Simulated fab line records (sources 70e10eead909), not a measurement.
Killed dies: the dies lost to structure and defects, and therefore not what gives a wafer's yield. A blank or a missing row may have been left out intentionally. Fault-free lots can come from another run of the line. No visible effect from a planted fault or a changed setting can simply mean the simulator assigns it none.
fab line records + flow nand-harc
record
- lots=12
- wafers=36
- last-day=24
route steps=1159 shown P_START@1 P_ZERO_WELL@16 P_STI@100 END@1159
lots that met no fault: from a run of the same line without faults
start-h: hours from the record's first day to the start of the lot's first wafer shown + wait-h: how many hours have passed since the lot's step before this one + " the same as in the row above + L1.1+2: a row that stands for several wafers + - no value, or no start given + * or withheld: withheld + < > ~ a bound
route shown NAME@n: NAME is a module with steps in the file, n the number in the route of the first one + usual: mean and standard deviation over wafers with no fault + same: alike in all rows + chamber/n: place in a boat + sites: readings site by site + _std_site: standard deviation across them + _edge_site: mean of outer sites minus mean of inner sites + radius-mm: how far each site lies from the wafer's centre + mask NAME#n: copy n + behind: the most recent tool/chamber to have shaped the wafer + hold: cause of the lot's hold/its duration in hours/its outcome + device: transistor that didn't switch, given as n, p or np + end of line: tests run on the same wafers once the route is complete + for a step that has no rows: nothing shown but its recipe + killed: dies lost to structure and defects at the first sort, not the wafer's yield + map: a wafer's dies, marking killed ones x, the rest . and places with no die _
set.NAME: the setting the step ran with; set.NAME@STEP: the setting that earlier step ran with + model.NAME: the simulator's own value behind a step, which no gauge read
one table for each step of the route and one row for each wafer, over a sample of lots
services: when a tool's chamber went out of use (start-h, in hours from the record's first day, below 0 if earlier), for how many hours, and the reason
## steps
# step NHARC_P_START_INSPECT_01
# usual
- raw-defect-count=3.7/2
| lot.wafer | tool              | chamber | start-h | wait-h | raw-defect-count |
|-----------|-------------------|---------|---------|--------|------------------|
| L600.1    | defect-inspect-01 | -       | 18.04   | -      | 6                |
| L600.3    | "                 | -       | "       | "      | 1                |
| L600.6    | "                 | -       | "       | "      | 5                |
| L601.2    | defect-inspect-01 | -       | 24.04   | -      | 1                |
| L601.3    | "                 | -       | "       | "      | 2                |
| L601.5    | "                 | -       | "       | "      | 6                |
| L603.3    | defect-inspect-01 | -       | 36.05   | -      | 1                |
| L603.5    | "                 | -       | "       | "      | 2                |
| L603.6    | "                 | -       | "       | "      | 5                |
| L604.1    | defect-inspect-01 | -       | 42.04   | -      | 4                |
| L604.2    | "                 | -       | "       | "      | 5                |
| L604.3    | "                 | -       | "       | "      | 6                |
| L605.1    | defect-inspect-01 | -       | 48.04   | -      | 2                |
| L605.5    | "                 | -       | "       | "      | 5                |
| L605.6    | "                 | -       | "       | "      | 7                |
| L606.4    | defect-inspect-02 | -       | 54.04   | -      | 9                |
| L606.5    | "                 | -       | "       | "      | 5                |
| L606.6    | "                 | -       | "       | "      | 6                |
| L607.3    | defect-inspect-01 | -       | 60.04   | -      | 0                |
| L607.4    | "                 | -       | "       | "      | 5                |
| L607.6    | "                 | -       | "       | "      | 2                |
| L608.2    | defect-inspect-01 | -       | 66.04   | -      | 6                |
| L608.3    | "                 | -       | "       | "      | 0                |
| L608.4    | "                 | -       | "       | "      | 3                |
| L618.2    | defect-inspect-02 | -       | 126.04  | -      | 1                |
| L618.3    | "                 | -       | "       | "      | 4                |
| L618.6    | "                 | -       | "       | "      | 7                |
| L619.1    | defect-inspect-02 | -       | 132.04  | -      | 4                |
| L619.3    | "                 | -       | "       | "      | 5                |
| L619.5    | "                 | -       | "       | "      | 2                |
| L620.2    | defect-inspect-02 | -       | 138.04  | -      | 1                |
| L620.3    | "                 | -       | "       | "      | 5                |
| L620.4    | "                 | -       | "       | "      | 2                |
| L622.2    | defect-inspect-02 | -       | 150.05  | -      | 7                |
| L622.3    | "                 | -       | "       | "      | 2                |
| L622.6    | "                 | -       | "       | "      | 4                |
# step NHARC_P_ZERO_WELL_DESCUM_13
# recipe
- time-s=3
- o2-flow-sccm=200
- ar-flow-sccm=0
- bias-power-w=0
- chemistry=O2
# usual
- drypump-motor-current-A=5.9/0.4
- oes-product-au=1.000/0.0078
- rf-vpp-V=57.7/0.8
- showerhead-plenum-p-Torr=1.87/0.038
- throttle-valve-pct=11.310/0.0088
| lot.wafer | tool        | chamber | start-h | wait-h | drypump-motor-current-A | oes-product-au | rf-hours-counter-h | rf-vpp-V | showerhead-plenum-p-Torr | throttle-valve-pct |
|-----------|-------------|---------|---------|--------|-------------------------|----------------|--------------------|----------|--------------------------|--------------------|
| L600.3    | rie-diel-10 | 2       | 19.41   | -      | 6.0                     | 0.994          | 0.4                | 58.1     | 1.88                     | 11.291             |
| L600.1    | "           | 0       | "       | "      | 5.4                     | 0.997          | 0.5                | 58.3     | 1.85                     | 11.323             |
| L600.6    | "           | 2       | "       | "      | 6.0                     | 0.993          | -                  | 58.5     | 1.88                     | 11.313             |
| L601.2    | rie-diel-10 | 2       | 25.41   | -      | 6.0                     | 1.000          | 0.5                | 57.6     | 1.88                     | 11.324             |
| L601.3    | "           | 3       | "       | "      | 6.1                     | 0.994          | 0.6                | 59.1     | 1.80                     | 11.300             |
| L601.5    | "           | 2       | "       | "      | 6.0                     | 0.994          | -                  | 55.8     | 1.88                     | 11.303             |
| L603.3    | rie-diel-09 | 3       | 37.44   | -      | 6.2                     | 0.989          | 7.8                | 58.3     | 1.98                     | 11.307             |
| L603.6    | "           | 0       | "       | "      | 6.1                     | 0.989          | -                  | 57.9     | 1.85                     | 11.310             |
| L603.5    | "           | 1       | "       | "      | 6.1                     | 1.001          | -                  | 56.8     | 1.86                     | 11.315             |
| L604.1    | rie-diel-09 | 1       | 43.40   | -      | 6.1                     | 0.996          | 9.4                | 58.1     | 1.86                     | 11.319             |
| L604.2    | "           | 2       | "       | "      | 6.2                     | 1.002          | 9.3                | 59.0     | 1.90                     | 11.313             |
| L604.3    | "           | 3       | "       | "      | 6.2                     | 0.984          | 8.2                | 57.5     | 1.98                     | 11.307             |
| L605.1    | rie-diel-10 | 1       | 49.62   | -      | 5.5                     | 0.998          | 1.9                | 57.9     | 1.88                     | 11.318             |
| L605.5    | "           | 0       | "       | "      | 5.4                     | 1.000          | -                  | 57.4     | 1.85                     | 11.312             |
| L605.6    | "           | 1       | "       | "      | 5.5                     | 1.009          | -                  | 58.1     | 1.88                     | 11.309             |
| L606.6    | rie-diel-09 | 0       | 55.43   | -      | 6.0                     | 0.988          | -                  | 58.1     | 1.85                     | 11.308             |
| L606.5    | "           | 2       | "       | "      | 6.2                     | 0.992          | -                  | 57.9     | 1.90                     | 11.317             |
| L606.4    | "           | 3       | "       | "      | 6.3                     | 1.000          | -                  | 58.7     | 1.98                     | 11.315             |
| L607.3    | rie-diel-10 | 0       | 61.41   | -      | 5.4                     | 1.007          | 3.4                | 56.3     | 1.85                     | 11.315             |
| L607.4    | "           | 2       | "       | "      | 6.0                     | 1.002          | 2.6                | 59.0     | 1.88                     | 11.299             |
| L607.6    | "           | 0       | "       | "      | 5.4                     | 1.020          | -                  | 57.4     | 1.85                     | 11.315             |
| L608.2    | rie-diel-07 | 0       | 67.39   | -      | 5.8                     | 1.004          | 0.2                | 57.3     | 1.86                     | 11.313             |
| L608.3    | "           | 3       | "       | "      | 6.7                     | 1.015          | 0.2                | 57.1     | 1.85                     | 11.320             |
| L608.4    | "           | 3       | "       | "      | 6.7                     | 1.005          | -                  | 58.4     | 1.85                     | 11.310             |
| L618.2    | rie-diel-07 | 0       | 127.40  | -      | 5.8                     | 1.005          | 5.0                | 57.7     | 1.86                     | 11.307             |
| L618.3    | "           | 3       | "       | "      | 6.7                     | 1.004          | 5.5                | 58.2     | 1.85                     | 11.311             |
| L618.6    | "           | 0       | "       | "      | 5.8                     | 0.999          | -                  | 58.0     | 1.86                     | 11.306             |
| L619.1    | rie-diel-09 | 1       | 133.58  | -      | 6.0                     | 0.994          | 2.9                | 57.1     | 1.86                     | 11.309             |
| L619.3    | "           | 0       | "       | "      | 6.1                     | 0.988          | 3.0                | 57.0     | 1.85                     | 11.301             |
| L619.5    | "           | 1       | "       | "      | 6.1                     | 0.991          | -                  | 57.7     | 1.85                     | 11.317             |
| L620.2    | rie-diel-09 | 1       | 139.30  | -      | 6.1                     | 1.002          | 2.9                | 57.3     | 1.85                     | 11.310             |
| L620.3    | "           | 2       | "       | "      | 6.3                     | 1.018          | 4.5                | 58.5     | 1.89                     | 11.321             |
| L620.4    | "           | 2       | "       | "      | 6.3                     | 1.013          | -                  | 57.9     | 1.89                     | 11.320             |
| L622.2    | rie-diel-07 | 1       | 151.43  | -      | 5.6                     | 1.007          | 7.6                | 57.3     | 1.91                     | 11.300             |
| L622.3    | "           | 2       | "       | "      | 5.2                     | 1.012          | 7.3                | 57.9     | 1.92                     | 11.324             |
| L622.6    | "           | 2       | "       | "      | 5.2                     | 1.004          | -                  | 57.9     | 1.92                     | 11.288             |
# step NHARC_P_ZERO_WELL_EXPOSE_34
# recipe
- na=0.6
- target-cd-nm=720
- dose-mj=22.31
- mask-id=P_PWELL
# usual
- exposure-dose-mJ-cm2=22.311/0.022
- focus-offset-nm=-0.1/0.58
# same
- na=0.6
| lot.wafer | tool           | chamber | start-h | wait-h | mask      | exposure-dose-mJ-cm2 | focus-offset-nm |
|-----------|----------------|---------|---------|--------|-----------|----------------------|-----------------|
| L600.1    | krf-scanner-04 | 0       | 22.09   | -      | P_PWELL#0 | 22.328               | 0.3             |
| L600.3    | "              | 0       | "       | "      | P_PWELL#0 | 22.295               | -0.3            |
| L600.6    | "              | 0       | "       | "      | P_PWELL#0 | 22.313               | 0.0             |
| L601.2    | krf-scanner-03 | 0       | 28.08   | -      | P_PWELL#0 | 22.336               | 0.1             |
| L601.3    | "              | 0       | "       | "      | P_PWELL#0 | 22.309               | 0.2             |
| L601.5    | "              | 0       | "       | "      | P_PWELL#0 | 22.306               | 1.1             |
| L603.3    | krf-scanner-01 | 0       | 40.13   | -      | P_PWELL#0 | 22.324               | -0.8            |
| L603.5    | "              | 0       | "       | "      | P_PWELL#0 | 22.307               | -1.3            |
| L603.6    | "              | 0       | "       | "      | P_PWELL#0 | 22.306               | -0.8            |
| L604.1    | krf-scanner-03 | 0       | 46.00   | -      | P_PWELL#0 | 22.325               | -0.4            |
| L604.2    | "              | 0       | "       | "      | P_PWELL#0 | 22.304               | -0.3            |
| L604.3    | "              | 0       | "       | "      | P_PWELL#0 | 22.328               | -0.4            |
| L605.1    | krf-scanner-01 | 0       | 52.33   | -      | P_PWELL#0 | 22.309               | 1.3             |
| L605.5    | "              | 0       | "       | "      | P_PWELL#0 | 22.324               | 0.7             |
| L605.6    | "              | 0       | "       | "      | P_PWELL#0 | 22.318               | 1.0             |
| L606.4    | krf-scanner-04 | 0       | 58.64   | -      | P_PWELL#0 | 22.311               | 0.4             |
| L606.5    | "              | 0       | "       | "      | P_PWELL#0 | 22.313               | 0.3             |
| L606.6    | "              | 0       | "       | "      | P_PWELL#0 | 22.293               | 0.2             |
| L607.3    | krf-scanner-03 | 0       | 64.10   | -      | P_HVPW#0  | 22.303               | -0.1            |
| L607.4    | "              | 0       | "       | "      | P_HVPW#0  | 22.338               | -1.0            |
| L607.6    | "              | 0       | "       | "      | P_HVPW#0  | 22.300               | 0.8             |
| L608.2    | krf-scanner-01 | 0       | 70.11   | -      | P_PWELL#0 | 22.285               | -0.2            |
| L608.3    | "              | 0       | "       | "      | P_PWELL#0 | 22.296               | -0.2            |
| L608.4    | "              | 0       | "       | "      | P_PWELL#0 | 22.337               | 1.0             |
| L618.2    | krf-scanner-01 | 0       | 130.01  | -      | P_PWELL#0 | 22.307               | 0.5             |
| L618.3    | "              | 0       | "       | "      | P_PWELL#0 | 22.334               | -0.2            |
| L618.6    | "              | 0       | "       | "      | P_PWELL#0 | 22.332               | 0.6             |
| L619.1    | krf-scanner-03 | 0       | 136.32  | -      | P_PWELL#0 | 22.316               | 0.1             |
| L619.3    | "              | 0       | "       | "      | P_PWELL#0 | 22.296               | -0.6            |
| L619.5    | "              | 0       | "       | "      | P_PWELL#0 | 22.314               | -0.7            |
| L620.2    | krf-scanner-04 | 0       | 141.91  | -      | P_PWELL#0 | 22.315               | 1.0             |
| L620.3    | "              | 0       | "       | "      | P_PWELL#0 | 22.308               | 0.2             |
| L620.4    | "              | 0       | "       | "      | P_PWELL#0 | 22.293               | 0.7             |
| L622.2    | krf-scanner-01 | 0       | 154.02  | -      | P_PWELL#0 | 22.304               | -0.3            |
| L622.3    | "              | 0       | "       | "      | P_PWELL#0 | 22.308               | -0.1            |
| L622.6    | "              | 0       | "       | "      | P_PWELL#0 | 22.317               | 0.1             |
# step NHARC_P_ZERO_WELL_CD_MEAS_37
# recipe
- target-cd-nm=720
- landing-energy-ev=500
# usual
- cd-nm=720.3/1.3
# same
- landing-energy-ev=500
| lot.wafer | tool      | chamber | start-h | wait-h | cd-nm |
|-----------|-----------|---------|---------|--------|-------|
| L600.1    | cd-sem-01 | 0       | 22.24   | -      | 720.4 |
| L600.3    | "         | 0       | "       | "      | 720.5 |
| L600.6    | "         | 0       | "       | "      | 721.5 |
| L601.2    | cd-sem-01 | 0       | 28.23   | -      | 721.3 |
| L601.3    | "         | 0       | "       | "      | 718.1 |
| L601.5    | "         | 0       | "       | "      | 719.1 |
| L603.3    | cd-sem-02 | 0       | 40.28   | -      | 721.6 |
| L603.5    | "         | 0       | "       | "      | 721.1 |
| L603.6    | "         | 0       | "       | "      | 722.5 |
| L604.1    | cd-sem-01 | 0       | 46.16   | -      | 718.4 |
| L604.2    | "         | 0       | "       | "      | 719.4 |
| L604.3    | "         | 0       | "       | "      | 718.8 |
| L605.1    | cd-sem-03 | 0       | 52.50   | -      | 720.3 |
| L605.5    | "         | 0       | "       | "      | 721.9 |
| L605.6    | "         | 0       | "       | "      | 719.2 |
| L606.4    | cd-sem-03 | 0       | 58.79   | -      | 720.2 |
| L606.5    | "         | 0       | "       | "      | 721.1 |
| L606.6    | "         | 0       | "       | "      | 720.4 |
| L607.3    | cd-sem-02 | 0       | 64.25   | -      | -     |
| L607.4    | "         | 0       | "       | "      | -     |
| L607.6    | "         | 0       | "       | "      | -     |
| L608.2    | cd-sem-01 | 0       | 70.27   | -      | 720.4 |
| L608.3    | "         | 0       | "       | "      | 721.3 |
| L608.4    | "         | 0       | "       | "      | 719.9 |
| L618.2    | cd-sem-01 | 0       | 130.17  | -      | 719.2 |
| L618.3    | "         | 0       | "       | "      | 719.3 |
| L618.6    | "         | 0       | "       | "      | 718.8 |
| L619.1    | cd-sem-03 | 0       | 136.47  | -      | 723.1 |
| L619.3    | "         | 0       | "       | "      | 722.4 |
| L619.5    | "         | 0       | "       | "      | 722.4 |
| L620.2    | cd-sem-02 | 0       | 142.07  | -      | 722.7 |
| L620.3    | "         | 0       | "       | "      | 720.1 |
| L620.4    | "         | 0       | "       | "      | 720.1 |
| L622.2    | cd-sem-03 | 0       | 154.17  | -      | 718.0 |
| L622.3    | "         | 0       | "       | "      | 720.1 |
| L622.6    | "         | 0       | "       | "      | 720.1 |
# step NHARC_P_STI_CMP_21
# recipe
- t-overpolish-s=20
- target-thk-nm=380.67
# usual
- edge-zone-pressure-frac=1.000/0.0052
- motor-current-A=12.2/1
- overpolish-run-s=19.999/0.0088
- pad-life-wafers=238/140
| lot.wafer | tool   | chamber | start-h | wait-h | edge-zone-pressure-frac | motor-current-A | overpolish-run-s | pad-life-wafers |
|-----------|--------|---------|---------|--------|-------------------------|-----------------|------------------|-----------------|
| L601.2    | cmp-03 | 1       | 65.69   | 0.4    | 1.002                   | 11.7            | 19.994           | 24              |
| L601.3    | "      | 3       | "       | "      | 1.005                   | 11.8            | 19.979           | 26              |
| L601.5    | "      | 1       | "       | "      | 0.999                   | 11.6            | 19.998           | -               |
| L600.3    | cmp-02 | 1       | 65.71   | 0.4    | 1.007                   | 11.5            | 20.007           | 169             |
| L600.1    | "      | 3       | "       | "      | 1.001                   | 12.3            | 19.999           | 171             |
| L600.6    | "      | 0       | "       | "      | 1.006                   | 13.1            | 19.998           | -               |
| L603.3    | cmp-02 | 0       | 80.64   | 0.4    | 1.003                   | 12.9            | 19.999           | 235             |
| L603.6    | "      | 3       | "       | "      | 0.988                   | 11.4            | 19.997           | -               |
| L603.5    | "      | 0       | "       | "      | 0.999                   | 12.8            | 20.000           | -               |
| L604.3    | cmp-02 | 3       | 89.70   | 0.4    | 0.996                   | 11.9            | 20.005           | 295             |
| L604.2    | "      | 0       | "       | "      | 1.011                   | 12.6            | 20.006           | 296             |
| L604.1    | "      | 1       | "       | "      | 0.998                   | 11.4            | 19.994           | 297             |
| L606.4    | cmp-04 | 2       | 95.24   | 0.4    | 0.998                   | 14.4            | 19.995           | 494             |
| L606.6    | "      | 0       | "       | "      | 1.004                   | 13.5            | 20.003           | -               |
| L606.5    | "      | 1       | "       | "      | 1.007                   | 11.2            | 20.006           | -               |
| L605.1    | cmp-03 | 3       | 95.25   | 0.4    | 1.008                   | 12.2            | 20.004           | 141             |
| L605.6    | "      | 0       | "       | "      | 0.995                   | 11.2            | 19.994           | -               |
| L605.5    | "      | 1       | "       | "      | 1.005                   | 11.7            | 20.009           | -               |
| L608.4    | cmp-02 | 0       | 105.16  | 0.4    | 0.994                   | 13.2            | 20.004           | 396             |
| L608.2    | "      | 2       | "       | "      | 0.996                   | 12.5            | 20.002           | 398             |
| L608.3    | "      | 3       | "       | "      | 1.003                   | 11.9            | 20.011           | 399             |
| L618.3    | cmp-04 | 3       | 173.71  | 0.4    | 1.000                   | 11.5            | 19.990           | 330             |
| L618.2    | "      | 1       | "       | "      | 0.998                   | 11.4            | 20.022           | 332             |
| L618.6    | "      | 3       | "       | "      | 0.997                   | 11.2            | 19.998           | -               |
| L619.1    | cmp-03 | 2       | 173.73  | 0.4    | 1.002                   | 13.3            | 19.993           | 49              |
| L619.3    | "      | 0       | "       | "      | 0.996                   | 11.8            | 19.984           | 51              |
| L619.5    | "      | 1       | "       | "      | 0.999                   | 11.7            | 19.996           | -               |
| L620.2    | cmp-04 | 1       | 186.90  | 0.4    | 1.001                   | 11.2            | 19.996           | 379             |
| L620.3    | "      | 2       | "       | "      | 1.002                   | 13.4            | 20.000           | 380             |
| L620.4    | "      | 3       | "       | "      | 0.995                   | 10.7            | 19.988           | 381             |
| L622.3    | cmp-04 | 1       | 194.45  | 0.4    | 1.005                   | 11.1            | 19.986           | 414             |
| L622.2    | "      | 3       | "       | "      | 0.996                   | 10.2            | 20.015           | 416             |
| L622.6    | "      | 1       | "       | "      | 1.004                   | 11.5            | 19.991           | -               |
# step NHARC_END_SORT_01
# recipe
- temp-c=25
# usual
- killed-at-array=29/11
- killed-at-other=0.6/0.92
- killed-at-periphery=3.2/2
- killed-dies=33/11
- killed-open=3.2/2
- killed-short=1.9/1.5
# same
- gross-dies=677
| lot.wafer | tool      | chamber | start-h | wait-h | killed-at-array | killed-at-other | killed-at-periphery | killed-dies | killed-open | killed-short |
|-----------|-----------|---------|---------|--------|-----------------|-----------------|---------------------|-------------|-------------|--------------|
| L607.3    | prober-01 | 0       | 494.48  | 3.1    | 46              | 1               | 630                 | 677         | 4           | 4            |
| L607.4    | prober-01 | 0       | 495.29  | 3.4    | 58              | 2               | 617                 | 677         | 10          | 3            |
| L607.6    | prober-01 | 0       | 496.91  | 4.1    | 43              | 0               | 634                 | 677         | 5           | 1            |
# killed by level:class
L607.3 P_ZERO_WELL:area-expose=625 A_CHANNEL_HOLE_D1:chamber-film-flake=23 A_SLIT:chamber-film-flake=11 A_CONTACT:chamber-film-flake=3 A_CONTACT:geometric-particle:open=2 P_STI:chamber-film-flake=2 A_ZERO_WELL:chamber-film-flake=2 P_CONTACT:geometric-particle:short=1
L607.4 P_ZERO_WELL:area-expose=613 A_CHANNEL_HOLE_D1:chamber-film-flake=25 A_SLIT:chamber-film-flake=15 A_CHANNEL_FILL_D1:chamber-film-flake=4 A_CONTACT:geometric-particle:open=3 A_BLC:geometric-particle:open=2 A_STAIRCASE:chamber-film-flake=2 A_CONTACT:chamber-film-flake=2
L607.6 P_ZERO_WELL:area-expose=631 A_CHANNEL_HOLE_D1:chamber-film-flake=20 A_SLIT:chamber-film-flake=13 A_CONTACT:chamber-film-flake=3 P_CONTACT:geometric-particle:open=1 A_ONON_D1:geometric-particle:open=1 A_SGD_CUT:geometric-particle:open=1 A_WL_FILL:geometric-particle:short=1
## services
| tool           | chamber | start-h | hours | kind   |
|----------------|---------|---------|-------|--------|
| krf-scanner-03 | -       | -4.00   | 4.0   | pm     |
| cmp-04         | -       | -3.80   | 0.6   | repair |
| krf-scanner-01 | -       | -3.78   | 0.4   | repair |
| rie-diel-10    | -       | -0.50   | 9.0   | pm     |
| cmp-02         | -       | 0.76    | 0.2   | repair |
| cmp-04         | -       | 7.00    | 4.0   | pm     |
| krf-scanner-01 | -       | 28.64   | 1.2   | repair |
| rie-diel-10    | 2       | 30.06   | 2.9   | repair |
| cmp-04         | -       | 30.45   | 0.8   | repair |
| cmp-02         | -       | 30.62   | 4.0   | pm     |
| cmp-02         | -       | 40.48   | 1.5   | repair |
| rie-diel-09    | 1       | 44.83   | 23.5  | repair |
| cmp-04         | -       | 49.70   | 4.5   | repair |
| krf-scanner-01 | -       | 71.73   | 0.3   | repair |
| rie-diel-09    | -       | 77.10   | 9.0   | pm     |
| krf-scanner-01 | -       | 84.00   | 4.0   | pm     |
| cmp-04         | -       | 96.59   | 1.9   | repair |
| rie-diel-10    | 1       | 104.25  | 3.8   | repair |
| rie-diel-09    | 3       | 126.59  | 25.4  | repair |
| rie-diel-09    | 1       | 134.57  | 4.0   | repair |
| rie-diel-09    | 1       | 153.34  | 21.4  | repair |
| rie-diel-09    | 2       | 173.81  | 23.0  | repair |
| rie-diel-09    | -       | 179.50  | 0.3   | repair |
| rie-diel-09    | -       | 181.03  | 1.2   | repair |
## key
first-sign
- step=NHARC_P_ZERO_WELL_EXPOSE_34
- reading=mask
- direction=changed
effect
- step=NHARC_P_ZERO_WELL_CD_MEAS_37
- reading=cd-nm
- direction=missing
effect
- step=NHARC_END_SORT_01
- reading=killed-at-periphery
- direction=up
- sigmas=99+
- usual=3.2
- struck=627
more-kills-born-at
- NHARC_P_ZERO_WELL_EXPOSE_34@krf-scanner-03=1869
met-at NHARC_P_ZERO_WELL_EXPOSE_34
struck-lots L607
later-rows-left-out L607.3,L607.4,L607.6
tester-left-out L607
not-acting-at NHARC_P_START_INSPECT_01,NHARC_P_ZERO_WELL_DESCUM_13,NHARC_P_STI_CMP_21
onset-between 46.00 64.10
fault
- kind=wrong-mask
- tool=any
- chamber=-
- onset-h=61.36
- steps=NHARC_P_ZERO_WELL_EXPOSE_34
- aux-copy=P_HVPW#0
- scope=struck-lots-only
# tester-left-out: of these lots the tester's yield and bins aren't shown, on N5 and GAA mostly nor the transistor test; their killed dies are dies lost to structure and defects alone, not to doping, threshold or leakage, so they don't give the yield
# later-rows-left-out: the simulator's readings of these wafers behind a module that went badly wrong aren't trusted and aren't shown, but for the sort
